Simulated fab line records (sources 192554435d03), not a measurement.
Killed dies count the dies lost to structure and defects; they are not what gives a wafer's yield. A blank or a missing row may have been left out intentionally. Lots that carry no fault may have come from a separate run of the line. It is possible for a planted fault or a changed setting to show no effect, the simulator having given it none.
Which of the tools did it? -- flow n5 finfet -- 10 lots, 28 wafers sampled, at 5 steps of a route of 1938

WHAT THE GAUGES READ, wafer by wafer
N5_WELL_APT_OVL_MEAS_26. Usual: PWELL_OVL gives 1 nm (standard deviation 6.8).
lot,measured,on,PWELL_OVL (nm),flag
L841,day 1 14:59,overlay-02,3 5 8,
L842,day 1 21:02,overlay-01,5 6 9,
L843,day 2 03:15,overlay-02,-6 -4 -1,
L846,day 2 21:34,overlay-01,6 8 -2,
L847,day 3 03:05,overlay-02,-3 -7,
L854,day 4 21:35,overlay-02,10 8 13,
L856,day 5 08:58,overlay-02,9 9 6,
L862,day 6 20:46,overlay-01,-1 5 9,
L863,day 7 03:03,overlay-01,-2 4 1,
L864,day 7 09:07,overlay-02,1 -1,

N5_BEOL_M4_RC_MEAS_101. Usual: DIBL_N 35.8 mV/V, standard deviation 1.5; DIBL_P 35.9 mV/V, standard deviation 1.8; IOFF_N 0.152 nA/um, standard deviation 0.025; IOFF_P 0.21 nA/um, standard deviation 0.031; ION_N 672 uA/um, standard deviation 11; ION_P 462 uA/um, standard deviation 7.4; SS_N 71.5 mV/dec, standard deviation 0.52; SS_P 73.2 mV/dec, standard deviation 0.54; VT_N 250 mV, standard deviation 3; VT_P -250 mV, standard deviation 3.3.
lot,measured,on,DIBL_N (mV/V),DIBL_P (mV/V),IOFF_N (nA/um),IOFF_P (nA/um),ION_N (uA/um),ION_P (uA/um),SS_N (mV/dec),SS_P (mV/dec),VT_N (mV),VT_P (mV),flag
L841,day 8 04:01,prober-02,37.7 35.8 35.6,37.6 35.2 36.1,0.168 0.146 0.145,0.25 0.20 0.22,681 669 672,470 463 472,71.9 71.5 71.4,73.4 73.2 72.5,250 250 251,-247 -248 -248,
L842,day 7 22:11,prober-01,35.7 38.0 37.1,36.5 38.4 37.1,0.146 0.192 0.176,0.19 0.21 0.20,670 672 682,454 457 455,72.9 73.0 72.7,72.9 73.7 73.0,251 250 251,-253 -249 -249,
L843,day 8 10:56,prober-02,37.5 38.5 35.5,36.4 38.3 34.8,0.161 0.195 0.131,0.23 0.27 0.20,675 690 665,467 474 465,71.4 72.0 71.7,73.3 73.9 73.3,249 244 251,-247 -245 -248,
L846,day 9 10:22,prober-02,36.1 36.7 36.1,34.1 34.2 35.3,0.143 0.153 0.155,0.20 0.20 0.22,678 659 664,465 449 461,71.3 71.6 70.4,73.3 73.1 73.9,251 249 248,-249 -247 -247,
L847,day 10 03:01,prober-02,36.8 37.5,38.6 38.5,0.155 0.170,0.19 0.20,678 676,459 463,71.0 70.9,73.4 73.9,252 251,-252 -254,
L854,day 11 04:14,prober-02,34.0 33.8 34.7,33.2 33.3 34.0,0.117 0.122 0.126,0.17 0.18 0.18,659 655 666,461 455 454,71.1 70.5 71.7,73.0 72.8 73.1,251 252 253,-252 -252 -252,
L856,day 11 21:38,prober-02,35.2 38.9 35.4,36.2 40.1 35.7,0.142 0.205 0.134,0.20 0.27 0.20,675 687 658,461 475 456,71.5 72.3 71.5,73.4 74.0 72.7,250 245 250,-252 -247 -251,
L862,day 13 12:31,prober-02,33.7 33.9 34.5,34.6 34.2 34.7,0.135 0.133 0.145,0.20 0.19 0.20,662 664 653,465 455 455,71.3 71.8 71.4,72.6 73.0 73.2,251 253 254,-249 -251 -252,
L863,day 13 15:20,prober-01,36.0 35.9 35.4,35.4 35.9 35.1,0.146 0.154 0.144,0.22 0.23 0.21,676 678 693,467 466 468,71.5 71.8 71.3,73.1 73.0 72.4,251 246 251,-249 -248 -248,
L864,day 14 09:00,prober-02,35.6 35.0,35.7 34.9,0.151 0.137,0.21 0.19,666 675,465 472,71.9 71.3,73.4 72.8,251 256,-251 -253,

WHAT TOOL EACH LOT RAN ON (gives the tool, then ch and the chambers of the sampled wafers, and finally the start)
lot,N5_ZERO_LAYER_ETCH_18,N5_PMOS_HMC_CHANNEL_EPI_DESCUM_14,N5_PMOS_HMC_CHANNEL_EPI_ETCH_32
L841,"rie si-02 ch 0,1,2, day 1 12:56","rie diel-06 ch 0,1,2, day 1 17:06","rie diel-06 ch 0,1,2, day 1 17:08"
L842,"rie si-03 ch 0,1, day 1 18:48","rie diel-05 ch 0,3, day 1 23:29","rie diel-05 ch 0,3, day 1 23:31"
L843,"rie si-03 ch 0,1,2, day 2 00:57","rie diel-06 ch 1,3, day 2 06:07","rie diel-06 ch 1,3, day 2 06:09"
L846,"rie si-04 ch 0,1,3, day 2 19:06","rie diel-06 ch 1,3, day 3 00:04","rie diel-06 ch 1,3, day 3 00:07"
L847,"rie si-04 ch 0,3, day 3 00:58","rie diel-05 ch 0,1, day 3 05:34","rie diel-05 ch 0,1, day 3 05:35"
L854,"rie si-03 ch 0,1, day 4 19:24","rie diel-05 ch 0,1,2, day 4 23:49","rie diel-05 ch 0,1,2, day 4 23:51"
L856,"rie si-03 ch 0,1,3, day 5 06:47","rie diel-05 ch 0,1,2, day 5 11:15","rie diel-05 ch 0,1,2, day 5 11:17"
L862,"rie si-04 ch 1,2,3, day 6 18:48","rie diel-06 ch 0,2, day 6 22:55","rie diel-06 ch 0,2, day 6 22:57"
L863,"rie si-04 ch 1,2, day 7 00:47","rie diel-05 ch 0,1,3, day 7 06:08","rie diel-05 ch 0,1,3, day 7 06:10"
L864,"rie si-02 ch 0,3, day 7 06:55","rie diel-05 ch 1,3, day 7 11:22","rie diel-05 ch 1,3, day 7 11:24"
- N5_ZERO_LAYER_ETCH_18: etches Si in HBr/Cl2, target depth 120 nm, time 40 s.
- N5_PMOS_HMC_CHANNEL_EPI_DESCUM_14: chemistry O2, time 7.9 s.
- N5_PMOS_HMC_CHANNEL_EPI_ETCH_32: etches BARC in N2/H2, stops on SiO2, target depth 85.8 nm, time 50.3 s.

AS READ BY THE TOOLS THEMSELVES (means over the sampled wafers that have a number; for cases with no such wafer, the mark the record gives instead)
N5_ZERO_LAYER_ETCH_18. Usual: bias w 75.01 W, standard deviation 0.19; drypump motor current A 5.7 A, standard deviation 0.41; oes product au 1.000 a.u., standard deviation 0.017; throttle valve pct 36.2 %, standard deviation 0.36.
lot,tool,bias w (W),drypump motor current A (A),oes product au (a.u.),throttle valve pct (%),flag
L841,rie si-02,74.91,5.5,1.006,36.3,
L842,rie si-03,75.06,5.8,1.007,36.0,
L843,rie si-03,75.03,5.7,1.003,36.1,
L846,rie si-04,75.06,5.9,0.984,36.2,
L847,rie si-04,74.86,6.0,0.988,36.0,
L854,rie si-03,81.58,5.8,1.010,36.0,OFF
L856,rie si-03,81.64,5.7,1.003,36.1,OFF
L862,rie si-04,75.10,5.9,0.997,36.3,
L863,rie si-04,74.88,6.0,1.005,36.8,
L864,rie si-02,75.19,5.4,1.002,36.1,

N5_PMOS_HMC_CHANNEL_EPI_DESCUM_14. Usual: bias power w 20.00 W, standard deviation 0.057; drypump motor current A 5.60 A, standard deviation 0.28; oes product au 0.76 a.u., standard deviation 0.068; rf vpp V 243.8 V, standard deviation 0.99; showerhead plenum p Torr 2.13 Torr, standard deviation 0.042; throttle valve pct 20.41 %, standard deviation 0.25.
lot,tool,bias power w (W),drypump motor current A (A),oes product au (a.u.),rf vpp V (V),showerhead plenum p Torr (Torr),throttle valve pct (%),flag
L841,rie diel-06,19.98,5.55,0.74,242.9,2.14,20.39,
L842,rie diel-05,19.93,5.88,0.77,244.2,2.16,20.36,
L843,rie diel-06,20.03,5.29,0.78,244.0,2.12,20.40,
L846,rie diel-06,20.01,5.27,0.77,243.5,2.12,20.41,
L847,rie diel-05,19.96,5.66,0.81,244.2,2.16,20.20,
L854,rie diel-05,20.00,5.62,0.83,244.6,2.14,20.23,
L856,rie diel-05,19.96,5.61,0.83,244.1,2.14,20.24,
L862,rie diel-06,19.95,5.74,0.73,243.4,2.13,20.37,
L863,rie diel-05,20.04,5.62,0.76,244.2,2.13,20.39,
L864,rie diel-05,19.97,5.44,0.76,244.8,2.10,20.45,

N5_PMOS_HMC_CHANNEL_EPI_ETCH_32. Usual: bias w 150.0 W, standard deviation 0.42; drypump motor current A 5.61 A, standard deviation 0.28; oes product au 0.65 a.u., standard deviation 0.057; rf vpp V 525.2 V, standard deviation 1.7; showerhead plenum p Torr 2.59 Torr, standard deviation 0.055; throttle valve pct 17.92 %, standard deviation 0.21.
lot,tool,bias w (W),drypump motor current A (A),oes product au (a.u.),rf vpp V (V),showerhead plenum p Torr (Torr),throttle valve pct (%),flag
L841,rie diel-06,149.9,5.56,0.64,525.0,2.61,17.89,
L842,rie diel-05,149.7,5.88,0.66,526.3,2.61,17.80,
L843,rie diel-06,150.2,5.29,0.65,525.3,2.58,17.85,
L846,rie diel-06,149.8,5.29,0.65,524.9,2.57,17.86,
L847,rie diel-05,149.2,5.64,0.70,525.6,2.63,17.73,
L854,rie diel-05,149.8,5.61,0.71,525.7,2.62,17.83,
L856,rie diel-05,149.7,5.62,0.71,525.9,2.62,17.83,
L862,rie diel-06,149.7,5.75,0.63,526.8,2.61,17.98,
L863,rie diel-05,149.6,5.62,0.66,524.9,2.58,17.83,
L864,rie diel-05,150.1,5.42,0.65,525.0,2.54,17.84,

THE ANSWER, worked out from the rows above alone
Rule: a lot is off if the mean of its wafers that have a number lies more than 3 standard deviations from the usual mean. Also off: a lot with no number at a reading for which 4 or more lots have one. The other lots that the step has rows for count as sound. Order of review: gauges by route order, followed by the tools' own readings, for which a lot's mean as printed above is used. At the first step where some lot is off, the reading lying furthest off is the one used; lots without a number count as furthest.
Off, at N5_ZERO_LAYER_ETCH_18 on bias w: L854, L856.
A tool fits if, at that step or a process step before it, it ran every lot that is off, and no sound lot after the first of them. One fits: N5_ZERO_LAYER_ETCH_18 on rie si-03. Its last sound lot is L843 (day 2 00:57), its first lot that is off L854 (day 4 19:24): a fault that began between those two fits.
On the lots that are off, the tool's own readings at N5_ZERO_LAYER_ETCH_18 differ by more than 5 times the standard deviation of the sound lots' means, which bears it out; bias w reads 81.61 W there versus 75.01 W on the sound lots.

WHAT WAS PUT IN BY THE SIMULATOR
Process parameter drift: rie si-03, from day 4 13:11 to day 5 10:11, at N5_ZERO_LAYER_ETCH_18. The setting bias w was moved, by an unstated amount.
Lots struck among those shown: L854, L856. Same finding as the rule above.
